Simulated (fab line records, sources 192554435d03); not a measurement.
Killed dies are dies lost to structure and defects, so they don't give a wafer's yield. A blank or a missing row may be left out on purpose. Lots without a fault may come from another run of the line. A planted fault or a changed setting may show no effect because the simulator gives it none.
fab line records | flow n5_finfet
record lots=12 wafers=36 last_day=18
route steps=1938 shown BEOL_M8@1393 MIM_BOT_LITHO@1863 TV_OPEN@1889 PASSIVATION@1936
lots that met no fault: from a run of the same line without faults
start_h: hours from the record's first day to the start of the lot's first wafer shown | wait_h: hours since the lot's step before | " the same as in the row above | L1.1+2: a row that stands for several wafers | - no value, or no start given | * or withheld: withheld | < > ~ a bound
route shown NAME@n: a module of which the file shows steps, and the number in the route of the first | usual: mean/standard deviation of fault-free wafers | same: alike in all rows | chamber/n: place in a boat | sites: the reading at each site | _std_site: their standard deviation | _edge_site: outer sites' mean less inner sites' | radius_mm: how far each site lies from the wafer's centre | mask NAME#n: copy n | behind: the tool/chamber that last shaped the wafer | hold: why the lot was held/for how many hours/how that ended | device: the transistor (n, p or np) that didn't switch | end of line: the same wafers' tests at the end of the route | a step without rows: its recipe alone | killed: dies lost to structure and defects at the first sort, not the wafer's yield | map: a wafer's dies, x killed, . not, _ none there
set.NAME: the setting as run; set.NAME@STEP: as run at that earlier step | model.NAME: the simulator's own value behind a step, which no gauge read
steps of the route over a sample of lots; a table a step, a row a wafer
services: from which hour (start_h, from the record's first day; less than 0 if before it) a tool's chamber was out of use, for how many hours, and why
## steps
# step N5_BEOL_M8_ECD_50
# recipe material=Cu target_thk_a=3000
# columns lot.wafer tool chamber start_h wait_h
L743.2+5+6 ecd_cu-02 1,0,1 216.25 0.1
L741.2+3+6 ecd_cu-01 0,1,1 216.46 0.1
L742.1+2+5 ecd_cu-01 1,0,1 223.90 0.1
L746.3+4+6 ecd_cu-02 1,0,1 246.78 0.1
L747.3+4+5 ecd_cu-02 0,1,1 252.80 0.1
L749.1+2+5 ecd_cu-02 1,0,1 253.73 0.1
L750.3+5+6 ecd_cu-01 0,0,1 264.77 0.1
L754.1+2+3 ecd_cu-01 1,0,1 293.89 0.1
L756.1+2+3 ecd_cu-02 1,0,1 307.07 0.1
L753.3+4+6 ecd_cu-01 0,1,1 308.68 0.1
L761.2+3+6 ecd_cu-02 0,1,0 351.26 0.1
L762.2+3+4 ecd_cu-02 1,1,0 371.13 0.1
# step N5_MIM_BOT_LITHO_OVL_MEAS_11
# recipe points_per_wafer=44
# usual MIM_BOT_OVL=1/5.4
# columns lot.wafer tool chamber start_h wait_h MIM_BOT_OVL[nm]
L741.2 overlay-02 0 285.18 0.0 -2
L741.3 " 0 " " 0
L741.6 " 0 " " 2
L742.1 overlay-02 0 291.02 0.0 5
L742.2 " 0 " " 1
L742.5 " 0 " " 5
L743.2 overlay-01 0 308.20 0.0 9
L743.5 " 0 " " 8
L743.6 " 0 " " 3
L746.3 overlay-01 0 310.32 0.0 2
L746.4 " 0 " " -3
L746.6 " 0 " " -6
L747.3 overlay-02 0 315.18 0.0 3
L747.4 " 0 " " 3
L747.5 " 0 " " 4
L749.1 overlay-02 0 316.21 0.0 3
L749.2 " 0 " " 6
L749.5 " 0 " " -3
L750.3 overlay-02 0 325.81 0.0 5
L750.5 " 0 " " 3
L750.6 " 0 " " 8
L754.1 overlay-01 0 349.39 0.0 3
L754.2 " 0 " " 7
L754.3 " 0 " " 5
L756.1 overlay-02 0 361.08 0.0 0
L756.2 " 0 " " -5
L756.3 " 0 " " -6
L753.3 overlay-02 0 364.19 0.0 6
L753.4 " 0 " " 11
L753.6 " 0 " " 9
L761.2 overlay-01 0 404.87 0.0 1
L761.3 " 0 " " 2
L761.6 " 0 " " 7
L762.2 overlay-01 0 430.28 0.0 -2
L762.3 " 0 " " -7
L762.4 " 0 " " 3
# step N5_PASSIVATION_STRIP_14
# recipe chemistry=O2 power_w=600 temp_c=60 pressure_mtorr=30 rf_frequency_hz=6e+07 bias_power_w=0 overash_fraction=0.5 o2_flow_sccm=225
# usual drypump_motor_current_A=5.9/0.48 oes_product_au=0.82/0.076 rf_vpp_V=3.6/0.96 showerhead_plenum_p_Torr=2.10/0.081 throttle_valve_pct=16.54/0.2
# columns lot.wafer tool chamber start_h wait_h drypump_motor_current_A oes_product_au rf_hours_counter_h rf_vpp_V showerhead_plenum_p_Torr throttle_valve_pct
L741.2 rie_diel-02 2 288.43 0.1 6.4 0.90 28 3.2 2.04 16.59
L741.3 " 0 " " 5.6 0.89 43 2.8 2.04 16.46
L741.6 " 2 " " 6.4 0.91 - 3.1 2.04 16.63
L742.1 rie_diel-01 1 293.38 0.1 5.7 0.86 70 1.8 2.22 16.23
L742.2 " 3 " " 5.4 0.89 30 3.7 2.07 16.33
L742.5 " 0 " " 6.5 0.79 - 4.7 2.09 16.45
L743.2 rie_diel-02 0 312.16 0.1 5.6 0.87 50 4.3 2.04 16.47
L743.5 " 0 " " 5.6 0.87 - 3.4 2.04 16.48
L743.6 " 1 " " 5.2 0.69 - 3.6 1.97 17.04
L746.3 rie_diel-01 0 312.34 0.1 6.4 0.77 145 5.6 2.09 16.47
L746.4 " 3 " " 5.4 0.86 37 4.4 2.06 16.33
L746.6 " 2 " " 5.7 0.81 - 3.7 2.11 16.55
L747.3 rie_diel-01 0 317.90 0.1 6.4 0.78 148 3.7 2.09 16.48
L747.4 " 2 " " 5.7 0.79 80 2.4 2.11 16.56
L747.5 " 0 " " 6.4 0.78 - 2.1 2.09 16.49
L749.1 rie_diel-01 1 318.78 0.1 5.8 0.85 78 4.4 2.22 16.23
L749.2 " 2 " " 5.7 0.82 80 1.7 2.11 16.54
L749.5 " 2 " " 5.7 0.81 - 3.8 2.11 16.53
L750.3 rie_diel-02 3 328.41 0.1 6.2 0.94 3 2.8 2.24 16.38
L750.5 " 0 " " 5.6 0.86 - 4.3 2.04 16.50
L750.6 " 2 " " 6.4 0.86 - 2.7 2.03 16.64
L754.1 rie_diel-01 2 351.73 0.1 5.7 0.80 86 3.3 2.11 16.54
L754.2 " 1 " " 5.7 0.83 87 2.8 2.22 16.25
L754.3 " 3 " " 5.4 0.85 50 2.9 2.06 16.40
L756.1 rie_diel-03 3 363.16 0.1 6.6 0.82 78 2.8 2.12 16.48
L756.2 " 2 " " 5.8 0.69 199 3.7 2.08 16.65
L756.3 " 1 " " 6.0 0.68 226 3.0 2.14 17.15
L753.3 rie_diel-02 2 366.84 0.1 6.4 0.85 57 3.9 2.03 16.66
L753.4 " 1 " " 5.2 0.97 3 4.0 2.24 16.52
L753.6 " 1 " " 5.2 0.98 - 2.6 2.24 16.55
L761.2 rie_diel-03 0 407.01 0.1 4.9 0.73 205 1.8 2.08 16.54
L761.3 " 1 " " 6.0 0.67 238 2.5 2.14 17.17
L761.6 " 3 " " 6.7 0.80 - 3.0 2.11 16.45
L762.2 rie_diel-02 2 435.04 0.1 6.4 0.82 77 4.1 2.02 16.75
L762.3 " 3 " " 6.2 0.88 36 2.7 2.23 16.48
L762.4 " 0 " " 5.6 0.83 90 3.9 2.02 16.57
# step N5_PASSIVATION_PROBE_49
# usual defect_limited_yield=91.0/1.6 killed_at_M0_to_M3=35/11 killed_at_M4_up=14/5.3 killed_at_contacts=13/6.7 killed_at_front_end=41/12 killed_at_other=3.9/2.7 killed_dies=106/19 killed_on_rim=14/4 killed_open=70/14 killed_short=35/8.8 sort_bin_4_leakage=0.01/0.058 sort_bin_5_function=5.3/1 sort_bin_6_memory=3.3/0.81 sort_n_pass=1073/19 sort_yield_pct=91.0/1.6
# same gross_dies=1180 killed_at_back_side=0 sort_bin_8_speed[%]=0
# columns lot.wafer tool chamber start_h wait_h defect_limited_yield[%] killed_at_M0_to_M3 killed_at_M4_up killed_at_contacts killed_at_front_end killed_at_other killed_dies killed_on_rim killed_open killed_short sort_bin_4_leakage[%] sort_bin_5_function[%] sort_bin_6_memory[%] sort_n_pass sort_yield_pct[%]
L750.3 prober-01 - 335.41 0.1 91.9 15 20 11 40 9 95 8 63 31 0 5.0 2.9 1085 91.9
L750.5 prober-01 - 335.51 0.2 91.6 11 27 7 48 6 99 14 63 34 0 5.6 2.4 1081 91.6
L750.6 prober-01 - 335.56 0.3 92.9 21 20 6 33 4 84 6 46 37 0 5.2 1.9 1096 92.9
L754.1 prober-02 - 358.37 0.0 88.4 35 24 16 53 9 137 14 82 55 0 7.6 3.6 1043 88.4
L754.2 prober-02 - 358.42 0.1 88.6 54 20 18 38 5 135 15 82 52 0 7.4 3.5 1045 88.6
L754.3 prober-02 - 358.47 0.1 90.2 38 10 15 48 5 116 14 77 39 0 6.1 3.4 1064 90.2
L756.1 prober-02 - 369.64 0.0 91.6 37 19 16 25 2 99 10 66 33 0 5.1 3.1 1081 91.6
L756.2 prober-02 - 369.69 0.1 93.8 19 22 1 31 0 73 10 50 18 0 3.9 1.9 1107 93.8
L756.3 prober-02 - 369.74 0.1 92.6 18 8 16 44 1 87 10 57 29 0 4.0 3.4 1093 92.6
L761.2 prober-01 - 413.35 0.1 65.6 25 310 28 36 7 406 51 82 25 0 21.1 10.9 774 65.6
L761.3 prober-01 - 413.40 0.1 67.9 15 322 9 30 3 379 58 43 24 0 20.0 10.7 801 67.9
L761.6 prober-01 - 413.55 0.3 65.1 34 347 5 25 1 412 55 62 18 0 21.2 11.4 768 65.1
L762.2 prober-01 - 442.37 0.1 65.3 29 341 5 32 3 410 47 56 26 0 20.9 12.1 770 65.3
L762.3 prober-01 - 442.42 0.1 67.2 29 327 7 18 6 387 57 54 23 0 20.9 10.1 793 67.2
L762.4 prober-01 - 442.47 0.2 63.1 33 342 17 39 4 435 59 74 33 0 23.1 11.6 745 63.1
# killed by level:class
L750.3 STI_FIN_REVEAL:geometric_particle:open=16 MOL_CONTACT_COAG:geometric_particle:open=9 FIN_SAQP:geometric_particle:open=7 BEOL_M0_SAQP:geometric_particle:short=7 BEOL_M4:geometric_particle:open=5 BEOL_M4:geometric_particle:short=5 FIN_SAQP:geometric_particle:short=4 GATE_CUT:geometric_particle:short=4
L750.5 BEOL_M4:geometric_particle:open=17 STI_FIN_REVEAL:geometric_particle:open=13 FIN_SAQP:geometric_particle:open=8 BEOL_M4:geometric_particle:short=7 MOL_CONTACT_COAG:geometric_particle:open=6 FIN_SAQP:geometric_particle:short=5 BEOL_M0_SAQP:geometric_particle:short=5 GATE_CUT:geometric_particle:open=4
L750.6 BEOL_M0_SAQP:geometric_particle:short=11 BEOL_M4:geometric_particle:open=8 FIN_SAQP:geometric_particle:short=6 STI_FIN_REVEAL:geometric_particle:open=6 FIN_SAQP:geometric_particle:open=5 BEOL_M0_SAQP:geometric_particle:open=5 GATE_CUT:geometric_particle:short=4 MOL_CONTACT_COAG:geometric_particle:open=4
L754.1 STI_FIN_REVEAL:geometric_particle:open=17 BEOL_M4:geometric_particle:open=14 BEOL_M0_SAQP:geometric_particle:short=12 MOL_CONTACT_COAG:geometric_particle:open=11 FIN_SAQP:geometric_particle:open=10 BEOL_M0_SAQP:geometric_particle:open=9 FIN_SAQP:geometric_particle:short=6 GATE_CUT:geometric_particle:short=6
L754.2 MOL_CONTACT_COAG:geometric_particle:open=16 BEOL_M0_SAQP:geometric_particle:short=13 BEOL_M0_SAQP:geometric_particle:open=11 BEOL_M0:geometric_particle:open=11 BEOL_M4:geometric_particle:open=11 FIN_SAQP:geometric_particle:open=10 FIN_SAQP:geometric_particle:short=9 BEOL_M4:geometric_particle:short=6
L754.3 FIN_SAQP:geometric_particle:open=17 BEOL_M0_SAQP:geometric_particle:short=12 MOL_CONTACT_COAG:geometric_particle:open=11 FIN_SAQP:geometric_particle:short=9 BEOL_M3:geometric_particle:open=9 BEOL_M4:geometric_particle:open=8 STI_FIN_REVEAL:geometric_particle:open=8 BEOL_M0_SAQP:geometric_particle:open=5
L756.1 MOL_CONTACT_COAG:geometric_particle:open=14 BEOL_M0_SAQP:geometric_particle:short=11 BEOL_M4:geometric_particle:open=9 BEOL_M0_SAQP:geometric_particle:open=8 STI_FIN_REVEAL:geometric_particle:open=7 BEOL_M1:geometric_particle:open=7 BEOL_M1:geometric_particle:short=5 FIN_SAQP:geometric_particle:short=4
L756.2 BEOL_M4:geometric_particle:open=9 BEOL_M0_SAQP:geometric_particle:open=8 BEOL_M0_SAQP:geometric_particle:short=7 FIN_SAQP:geometric_particle:open=5 STI_FIN_REVEAL:geometric_particle:open=5 BEOL_M5:geometric_particle:open=3 BEOL_M4:geometric_particle:short=3 STARTING-WAFER:geometric_particle:open=3
L756.3 MOL_CONTACT_COAG:geometric_particle:open=13 FIN_SAQP:geometric_particle:open=11 FIN_SAQP:geometric_particle:short=9 BEOL_M1:geometric_particle:open=6 STI_FIN_REVEAL:geometric_particle:open=5 BEOL_M0_SAQP:geometric_particle:short=4 STI_FIN_REVEAL:geometric_particle:short=3 SPACER0:geometric_particle:short=3
L761.2 BEOL_M8:unspecified=297 MOL_CONTACT_COAG:geometric_particle:open=23 BEOL_M1:geometric_particle:open=13 FIN_SAQP:geometric_particle:open=6 DUMMY_GATE:geometric_particle:open=6 STI_FIN_REVEAL:geometric_particle:open=5 MOL_CONTACT_COAG:geometric_particle:short=5 GATE_CUT:geometric_particle:open=4
L761.3 BEOL_M8:unspecified=312 FIN_SAQP:geometric_particle:open=8 BEOL_M1:geometric_particle:open=7 MOL_CONTACT_COAG:geometric_particle:open=6 FIN_SAQP:geometric_particle:short=4 BEOL_M3:geometric_particle:open=4 BEOL_M4:geometric_particle:open=4 MOL_CONTACT_COAG:geometric_particle:short=3
L761.6 BEOL_M8:unspecified=330 BEOL_M1:geometric_particle:open=21 BEOL_M4:geometric_particle:open=6 FIN_SAQP:geometric_particle:open=5 DUMMY_GATE:geometric_particle:open=5 MOL_CONTACT_COAG:geometric_particle:open=4 BEOL_M7:geometric_particle:open=4 BEOL_M0:geometric_particle:open=3
L762.2 BEOL_M8:unspecified=327 BEOL_M4:geometric_particle:open=11 BEOL_M1:geometric_particle:open=9 FIN_SAQP:geometric_particle:short=7 BEOL_M3:geometric_particle:open=7 DUMMY_GATE:geometric_particle:open=5 BEOL_M2:geometric_particle:open=5 FIN_SAQP:geometric_particle:open=4
L762.3 BEOL_M8:unspecified=309 BEOL_M4:geometric_particle:open=14 BEOL_M3:geometric_particle:open=9 MOL_CONTACT_COAG:geometric_particle:open=7 BEOL_M0_SAQP:geometric_particle:short=6 BEOL_M1:geometric_particle:open=6 FIN_SAQP:geometric_particle:short=5 PAD_METAL:geometric_particle:open=4
L762.4 BEOL_M8:unspecified=327 STI_FIN_REVEAL:geometric_particle:open=11 MOL_CONTACT_COAG:geometric_particle:open=10 BEOL_M4:geometric_particle:open=9 FIN_SAQP:geometric_particle:open=8 BEOL_M1:geometric_particle:open=8 MOL_CONTACT_COAG:geometric_particle:short=7 BEOL_M3:geometric_particle:open=7
## services
# columns tool chamber start_h hours kind
rie_diel-01 3 216.72 5.4 repair
ecd_cu-02 - 218.56 0.8 repair
ecd_cu-01 - 224.25 6.9 repair
rie_diel-02 - 226.79 14.6 pm
rie_diel-01 - 271.77 2.8 pm
rie_diel-02 0 275.91 6.9 repair
rie_diel-01 2 285.53 14.8 repair
rie_diel-02 3 302.17 - clean
rie_diel-02 3 302.17 - consumable_replace:focus_ring
rie_diel-02 3 302.17 - consumable_replace:showerhead
rie_diel-02 3 302.17 17.7 scheduled_down
rie_diel-02 3 302.17 17.7 vent_cycle
rie_diel-02 1 320.25 - clean
rie_diel-02 1 320.25 - consumable_replace:esc
rie_diel-02 1 320.25 - consumable_replace:focus_ring
rie_diel-02 1 320.25 - consumable_replace:showerhead
rie_diel-02 1 320.25 34.3 scheduled_down
rie_diel-02 1 320.25 34.3 vent_cycle
ecd_cu-01 - 323.62 1.7 repair
rie_diel-01 - 402.47 2.1 repair
rie_diel-01 1 416.10 2.8 repair
rie_diel-03 2 426.90 1.4 repair
## key
first_sign step=N5_PASSIVATION_PROBE_49 reading=killed_at_M4_up direction=up sigmas=60 usual=14 struck=332
effect step=N5_PASSIVATION_PROBE_49 reading=defect_limited_yield direction=down sigmas=15 usual=91.0 struck=65.7
more_kills_born_at N5_BEOL_M8_ECD_50@ecd_cu-02=1902
met_at N5_BEOL_M8_ECD_50
struck_lots L761,L762
not_acting_at N5_MIM_BOT_LITHO_OVL_MEAS_11,N5_PASSIVATION_STRIP_14
onset_between 307.07 351.26
also_fits time
fault kind=chamber_particle_source tool=ecd_cu-02 chamber=- onset_h=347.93 steps=N5_BEOL_M8_ECD_50 rate_per_visit_cm2=0.62219 end_h=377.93
